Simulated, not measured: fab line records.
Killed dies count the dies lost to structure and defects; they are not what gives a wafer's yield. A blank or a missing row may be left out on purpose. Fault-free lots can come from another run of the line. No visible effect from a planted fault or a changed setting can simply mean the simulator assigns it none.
The tool behind it: which one?    flow nandHarc    12 lots with 36 wafers sampled at 4 steps, on a route of 1302 steps

WHAT THE GAUGES READ, wafer by wafer
NHARC_P_GATE_CD_MEAS_46 targets a cd of 720 nm. Usual: cdNm reads 719.7 nm (standard deviation 1.8).
lot   measured      on        cdNm (nm)          flag
L789  day 5 16:48   cdSem-02  716.9 722.2 720.1  
L790  day 6 05:07   cdSem-02  719.1 723.2 722.5  
L791  day 6 13:25   cdSem-01  717.7 718.6 719.1  
L792  day 6 17:05   cdSem-03  720.8 721.4 722.5  
L795  day 8 00:16   cdSem-01  707.8 707.7 707.7  OFF
L804  day 12 01:34  cdSem-02  721.4 719.1 719.6  
L805  day 12 14:57  cdSem-02  716.6 718.7 718.6  
L808  day 13 06:14  cdSem-03  720.6 722.3 720.4  
L809  day 13 20:40  cdSem-01  720.9 722.4 720.4  
L810  day 14 06:27  cdSem-01  719.3 719.1 717.9  
L811  day 14 18:44  cdSem-02  718.1 719.2 718.5  
L812  day 15 07:36  cdSem-02  722.8 719.4 723.0  

WHICH TOOL RAN EACH LOT (tool, then ch and the chambers of the sampled wafers, then the start)
lot   NHARC_P_GATE_ETCH_32             NHARC_P_GATE_ALD_36               NHARC_P_GATE_EXPOSE_43
L789  rieSi-05 ch 0,2, day 5 05:28     aldSin-04 ch 0,1,2, day 5 08:23   krfScanner-04 ch 0, day 5 16:38
L790  rieSi-03 ch 1,3, day 5 17:40     aldSin-01 ch 0,2,3, day 5 19:34   krfScanner-03 ch 0, day 6 04:57
L791  rieSi-03 ch 0,1,2, day 6 02:04   aldSin-03 ch 0,1,3, day 6 03:56   krfScanner-02 ch 0, day 6 13:16
L792  rieSi-05 ch 0,2,3, day 6 05:50   aldSin-04 ch 0,1,3, day 6 07:40   krfScanner-03 ch 0, day 6 16:56
L795  rieSi-03 ch 0,2, day 7 12:53     aldSin-04 ch 0,2,3, day 7 15:49   krfScanner-02 ch 0, day 8 00:07
L804  rieSi-04 ch 0,1,2, day 11 14:25  aldSin-03 ch 0,1,3, day 11 15:12  krfScanner-02 ch 0, day 12 01:25
L805  rieSi-03 ch 0,2,3, day 12 03:32  aldSin-01 ch 0,2,3, day 12 06:29  krfScanner-04 ch 0, day 12 14:48
L808  rieSi-04 ch 0,2, day 12 18:55    aldSin-01 ch 1,3, day 12 19:42    krfScanner-02 ch 0, day 13 06:05
L809  rieSi-05 ch 1,2,3, day 13 09:20  aldSin-04 ch 0,1,2, day 13 12:17  krfScanner-03 ch 0, day 13 20:31
L810  rieSi-04 ch 0,1,3, day 13 19:13  aldSin-03 ch 0,2,3, day 13 20:01  krfScanner-02 ch 0, day 14 06:17
L811  rieSi-05 ch 0,1, day 14 07:27    aldSin-01 ch 0,1,3, day 14 08:14  krfScanner-03 ch 0, day 14 18:35
L812  rieSi-03 ch 0,2,3, day 14 20:29  aldSin-04 ch 1,2,3, day 14 23:22  krfScanner-03 ch 0, day 15 07:27
- NHARC_P_GATE_ETCH_32: etches the open film in HBr/Cl2, target depth 150 nm, time 100.1 s.
- NHARC_P_GATE_ALD_36: deposits SiNx, target thk 20 nm, pulse time 60 s, ald cycles 223.
- NHARC_P_GATE_EXPOSE_43: exposes mask P NSD, target cd 720 nm.

WHAT THE TOOLS THEMSELVES READ (means of the sampled wafers that have a number; where no wafer has one, the mark that the record gives instead)
NHARC_P_GATE_ETCH_32. Usual: biasW 99.97 W, standard deviation 0.3; chamberPressureMTorr 15.000 mTorr, standard deviation 0.015; drypumpMotorCurrentA 5.5 A, standard deviation 0.43; oesProductAu 0.999 a.u., standard deviation 0.0085; throttleValvePct 26.406 %, standard deviation 0.0092.
lot   tool      biasW (W)  chamberPressureMTorr (mTorr)  drypumpMotorCurrentA (A)  oesProductAu (a.u.)  throttleValvePct (%)  flag
L789  rieSi-05  100.09     15.008                        5.5                       1.000                26.406                
L790  rieSi-03  99.89      14.988                        5.9                       0.994                26.414                
L791  rieSi-03  99.90      14.997                        5.8                       0.997                26.406                
L792  rieSi-05  99.96      15.000                        5.3                       0.988                26.418                
L795  rieSi-03  99.41      15.008                        5.6                       0.998                26.403                
L804  rieSi-04  100.02     14.995                        5.7                       0.993                26.410                
L805  rieSi-03  100.30     14.999                        5.7                       0.997                26.408                
L808  rieSi-04  100.03     15.003                        5.8                       0.992                26.409                
L809  rieSi-05  100.07     15.018                        5.2                       0.997                26.406                
L810  rieSi-04  100.14     15.004                        5.4                       1.000                26.406                
L811  rieSi-05  100.42     14.984                        5.1                       1.002                26.406                
L812  rieSi-03  100.06     15.015                        5.7                       0.994                26.410                

NHARC_P_GATE_ALD_36. Usual: heaterPowerW 866 W, standard deviation 91; precursorPulseHeightRel 1.001, standard deviation 0.018.
lot   tool       heaterPowerW (W)  precursorPulseHeightRel  flag
L789  aldSin-04  823               1.018                    
L790  aldSin-01  806               1.002                    
L791  aldSin-03  873               1.010                    
L792  aldSin-04  841               0.990                    
L795  aldSin-04  883               0.982                    
L804  aldSin-03  886               0.997                    
L805  aldSin-01  835               1.019                    
L808  aldSin-01  952               0.992                    
L809  aldSin-04  873               0.987                    
L810  aldSin-03  927               1.015                    
L811  aldSin-01  859               0.988                    
L812  aldSin-04  874               1.011                    

THE ANSWER, worked out from the rows above alone
Rule: lot off if the mean of its wafers having a number is beyond 3 standard deviations from the usual mean. Also off: a lot with no number at a reading for which 4 or more lots have one. Any other lot the step has rows for is counted as sound. Order of review: gauges by route order, followed by the tools' own readings, for which a lot's mean as printed above is used. The first step at which some lot is off is used, and at that step the reading that is off furthest; a lot without a number counts as furthest.
Off at NHARC_P_GATE_CD_MEAS_46 (cdNm): L795.
A tool fits if, at a process step before that reading, it ran every lot that is off, and no sound lot after the first of them. Gauges at NHARC_P_GATE_CD_MEAS_46: tried the same way as those tools. Of those tried, none fits.

WHAT THE SIMULATOR HAD PUT IN
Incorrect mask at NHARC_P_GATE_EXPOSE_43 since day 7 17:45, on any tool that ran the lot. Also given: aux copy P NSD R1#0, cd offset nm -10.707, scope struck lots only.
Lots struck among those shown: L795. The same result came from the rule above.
